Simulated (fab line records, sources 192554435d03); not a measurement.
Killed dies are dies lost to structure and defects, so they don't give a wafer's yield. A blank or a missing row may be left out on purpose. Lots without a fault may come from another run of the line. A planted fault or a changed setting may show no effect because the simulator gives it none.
Which tool did it? | flow n5_finfet | 11 lots, 33 wafers sampled, at 5 steps of a route of 1938

WHAT THE GAUGES READ, wafer by wafer
The record holds no reading of a measuring or inspecting step that can be judged against a usual standard deviation.

WHICH TOOL RAN EACH LOT (tool, then ch and the chambers of the sampled wafers, then the start)
lot  | N5_BEOL_M3_SPUTTER_81        | N5_PASSIVATION_SPUTTER_20    | N5_PASSIVATION_ETCH_59            | N5_PASSIVATION_ETCH_54             | N5_PASSIVATION_PROBE_49
L938 | pvd_sputter-03, day 8 12:38  | pvd_sputter-02, day 13 13:09 | rie_metal-02 ch 0,1, day 13 14:25 | rie_diel-01 ch 0,2,3, day 13 16:20 | prober-02, day 13 19:07
L939 | pvd_sputter-03, day 9 10:24  | pvd_sputter-03, day 14 23:04 | rie_metal-02 ch 0,1, day 15 00:46 | rie_diel-04 ch 0,1,3, day 15 02:16 | prober-02, day 15 05:07
L945 | pvd_sputter-03, day 10 14:37 | pvd_sputter-01, day 16 10:22 | rie_metal-03 ch 0,1, day 16 11:38 | rie_diel-01 ch 0,1,3, day 16 13:19 | -
L946 | pvd_sputter-03, day 10 21:21 | pvd_sputter-02, day 16 15:56 | rie_metal-02 ch 0,1, day 16 17:14 | rie_diel-04 ch 0,1,2, day 16 18:49 | prober-02, day 16 21:41
L947 | pvd_sputter-03, day 10 23:49 | pvd_sputter-02, day 16 15:33 | rie_metal-01 ch 0,1, day 16 16:41 | rie_diel-03 ch 0,1,3, day 16 18:31 | prober-01, day 16 21:26
L951 | pvd_sputter-01, day 11 22:16 | pvd_sputter-01, day 17 02:32 | rie_metal-03 ch 0,1, day 17 04:00 | rie_diel-03 ch 0,2,3, day 17 05:35 | -
L955 | pvd_sputter-01, day 13 05:01 | pvd_sputter-01, day 19 02:46 | rie_metal-03 ch 0,1, day 19 04:02 | rie_diel-04 ch 1,3, day 19 05:32   | -
L956 | pvd_sputter-02, day 13 06:22 | pvd_sputter-03, day 19 03:16 | rie_metal-01 ch 0,1, day 19 04:28 | rie_diel-04 ch 0,3, day 19 06:08   | prober-01, day 19 08:55
L958 | pvd_sputter-02, day 13 18:47 | pvd_sputter-03, day 19 16:47 | rie_metal-01 ch 0,1, day 19 18:07 | rie_diel-01 ch 0,2,3, day 19 20:05 | prober-01, day 19 22:53
L960 | pvd_sputter-03, day 14 01:36 | pvd_sputter-01, day 20 00:17 | rie_metal-03 ch 0,1, day 20 01:30 | rie_diel-04 ch 1,2, day 20 03:10   | -
L961 | pvd_sputter-01, day 14 07:45 | pvd_sputter-01, day 20 00:38 | rie_metal-02 ch 1, day 20 01:46   | rie_diel-03 ch 0,2,3, day 20 03:26 | -
- N5_BEOL_M3_SPUTTER_81: material Cu, target thk 4.5 nm, time 8.29 s.
- N5_PASSIVATION_SPUTTER_20: material TaN, target thk 50 nm.
- N5_PASSIVATION_ETCH_59: etches TaN in Cl2/BCl3, target depth 65 nm, time 34.9 s.
- N5_PASSIVATION_ETCH_54: etches SiO2 in CHF3/O2, target depth 880 nm, time 440 s.
- N5_PASSIVATION_PROBE_49

WHAT THE TOOLS THEMSELVES READ (means of the sampled wafers that have a number; where no wafer has one, the mark that the record gives instead)
N5_BEOL_M3_SPUTTER_81. Usual: throttle_valve_pct 29.9 %, standard deviation 1.1.
lot  | tool           | throttle_valve_pct (%) | flag
L938 | pvd_sputter-03 | 30.0                   |
L939 | pvd_sputter-03 | 29.9                   |
L945 | pvd_sputter-03 | 30.1                   |
L946 | pvd_sputter-03 | 29.3                   |
L947 | pvd_sputter-03 | 30.1                   |
L951 | pvd_sputter-01 | 29.3                   |
L955 | pvd_sputter-01 | 29.4                   |
L956 | pvd_sputter-02 | 31.4                   |
L958 | pvd_sputter-02 | 30.2                   |
L960 | pvd_sputter-03 | 30.1                   |
L961 | pvd_sputter-01 | 30.4                   |

N5_PASSIVATION_SPUTTER_20. Usual: throttle_valve_pct 29.9 %, standard deviation 1.
lot  | tool           | throttle_valve_pct (%) | flag
L938 | pvd_sputter-02 | 29.8                   |
L939 | pvd_sputter-03 | 30.2                   |
L945 | pvd_sputter-01 | 29.5                   |
L946 | pvd_sputter-02 | 30.1                   |
L947 | pvd_sputter-02 | 30.7                   |
L951 | pvd_sputter-01 | 29.3                   |
L955 | pvd_sputter-01 | 29.0                   |
L956 | pvd_sputter-03 | 29.3                   |
L958 | pvd_sputter-03 | 29.4                   |
L960 | pvd_sputter-01 | 28.5                   |
L961 | pvd_sputter-01 | 29.4                   |

N5_PASSIVATION_ETCH_59. Usual: drypump_motor_current_A 5.3 A, standard deviation 0.37; oes_product_au 0.80 a.u., standard deviation 0.048; throttle_valve_pct 21.08 %, standard deviation 0.22.
lot  | tool         | drypump_motor_current_A (A) | oes_product_au (a.u.) | throttle_valve_pct (%) | flag
L938 | rie_metal-02 | 5.4                         | 0.83                  | 20.96                  |
L939 | rie_metal-02 | 5.4                         | 0.81                  | 20.98                  |
L945 | rie_metal-03 | 5.3                         | 0.79                  | 21.09                  |
L946 | rie_metal-02 | 5.4                         | 0.80                  | 21.00                  |
L947 | rie_metal-01 | 5.3                         | 0.86                  | 21.41                  |
L951 | rie_metal-03 | 5.3                         | 0.79                  | 21.09                  |
L955 | rie_metal-03 | 5.1                         | 0.79                  | 21.03                  |
L956 | rie_metal-01 | 5.0                         | 0.83                  | 21.35                  |
L958 | rie_metal-01 | 5.3                         | 0.83                  | 21.44                  |
L960 | rie_metal-03 | 5.3                         | 0.76                  | 21.14                  |
L961 | rie_metal-02 | 5.1                         | 0.81                  | 21.14                  |

N5_PASSIVATION_ETCH_54. Usual: drypump_motor_current_A 5.9 A, standard deviation 0.49; oes_product_au 0.81 a.u., standard deviation 0.08; rf_vpp_V 530 V, standard deviation 11; showerhead_plenum_p_Torr 2.42 Torr, standard deviation 0.097; throttle_valve_pct 18.7 %, standard deviation 0.32.
lot  | tool        | drypump_motor_current_A (A) | oes_product_au (a.u.) | rf_vpp_V (V) | showerhead_plenum_p_Torr (Torr) | throttle_valve_pct (%) | flag
L938 | rie_diel-01 | 6.3                         | 0.75                  | 519          | 2.37                            | 19.0                   |
L939 | rie_diel-04 | 5.9                         | 0.80                  | 536          | 2.47                            | 18.8                   |
L945 | rie_diel-01 | 6.0                         | 0.87                  | 521          | 2.38                            | 18.8                   |
L946 | rie_diel-04 | 6.0                         | 0.82                  | 534          | 2.47                            | 18.9                   |
L947 | rie_diel-03 | 5.8                         | 0.88                  | 527          | 2.49                            | 18.5                   |
L951 | rie_diel-03 | 5.8                         | 0.82                  | 527          | 2.44                            | 18.5                   |
L955 | rie_diel-04 | 6.0                         | 0.79                  | 540          | 2.47                            | 18.5                   |
L956 | rie_diel-04 | 5.7                         | 0.73                  | 531          | 2.43                            | 19.1                   |
L958 | rie_diel-01 | 6.3                         | 0.80                  | 519          | 2.36                            | 18.9                   |
L960 | rie_diel-04 | 6.1                         | 0.81                  | 540          | 2.47                            | 18.7                   |
L961 | rie_diel-03 | 5.8                         | 0.79                  | 527          | 2.42                            | 18.6                   |

N5_PASSIVATION_PROBE_49. Usual: defect_limited_yield 91.5 %, standard deviation 1.4; killed_at_M0_to_M3 34, standard deviation 11; killed_at_M4_up 15, standard deviation 6; killed_at_contacts 11, standard deviation 5.9; killed_at_front_end 37, standard deviation 11; killed_at_other 3.6, standard deviation 2.9; killed_dies 101, standard deviation 17; killed_on_rim 13, standard deviation 4; killed_open 66, standard deviation 12; killed_short 33, standard deviation 7.8; sort_bin_5_function 5.0 %, standard deviation 0.97; sort_bin_6_memory 3.2 %, standard deviation 0.65; sort_bin_8_speed 0.02 %, standard deviation 0.2; sort_n_pass 1079, standard deviation 17; sort_yield_pct 91.4 %, standard deviation 1.4.
lot  | tool      | defect_limited_yield (%) | killed_at_M0_to_M3 | killed_at_M4_up | killed_at_contacts | killed_at_front_end | killed_at_other | killed_dies | killed_on_rim | killed_open | killed_short | sort_bin_5_function (%) | sort_bin_6_memory (%) | sort_bin_8_speed (%) | sort_n_pass | sort_yield_pct (%) | flag
L938 | prober-02 | 91.4                     | 41                 | 13              | 8                  | 33                  | 5.3             | 101         | 12            | 59          | 38           | 4.6                     | 3.3                   | 0.00                 | 1079        | 91.4               |
L939 | prober-02 | 91.6                     | 31                 | 18              | 11                 | 35                  | 4.7             | 99          | 13            | 71          | 27           | 5.4                     | 2.7                   | 0.79                 | 1071        | 90.8               | OFF
L946 | prober-02 | 84.3                     | 128                | 17              | 7                  | 31                  | 2.7             | 185         | 29            | 66          | 25           | 9.2                     | 3.8                   | 0.00                 | 995         | 84.3               | OFF
L947 | prober-01 | 84.0                     | 113                | 11              | 16                 | 47                  | 1.0             | 188         | 31            | 75          | 29           | 10.0                    | 3.2                   | 0.00                 | 992         | 84.0               | OFF
L956 | prober-01 | 91.2                     | 34                 | 21              | 14                 | 33                  | 2.3             | 104         | 13            | 64          | 38           | 5.3                     | 3.2                   | 0.14                 | 1074        | 91.1               |
L958 | prober-01 | 90.7                     | 46                 | 17              | 11                 | 34                  | 2.3             | 109         | 15            | 68          | 38           | 4.9                     | 3.8                   | 0.03                 | 1070        | 90.7               |

THE ANSWER, worked out from the rows above alone
Rule: a lot is off if the mean of its wafers that have a number lies more than 3 standard deviations from the usual mean. A lot without any number at a reading at which 4 lots or more have one is off too. The other lots that the step has rows for count as sound. The gauges are gone through in route order, then the tools' own readings, and for those a lot's mean is taken as printed above. The first step at which some lot is off is used, and at that step the reading that is off furthest; a lot without a number counts as furthest.
Off: L946, L947, at N5_PASSIVATION_PROBE_49 (killed_at_M0_to_M3). Neither off nor sound, because the step has no rows for them: L945, L951, L955, L960, L961.
A tool fits if, at that step or a process step before it, it ran every lot that is off, and no sound lot after the first of them. Can't be told from this: 2 tools fit, pvd_sputter-03 at N5_BEOL_M3_SPUTTER_81, pvd_sputter-02 at N5_PASSIVATION_SPUTTER_20.

WHAT THE SIMULATOR HAD PUT IN
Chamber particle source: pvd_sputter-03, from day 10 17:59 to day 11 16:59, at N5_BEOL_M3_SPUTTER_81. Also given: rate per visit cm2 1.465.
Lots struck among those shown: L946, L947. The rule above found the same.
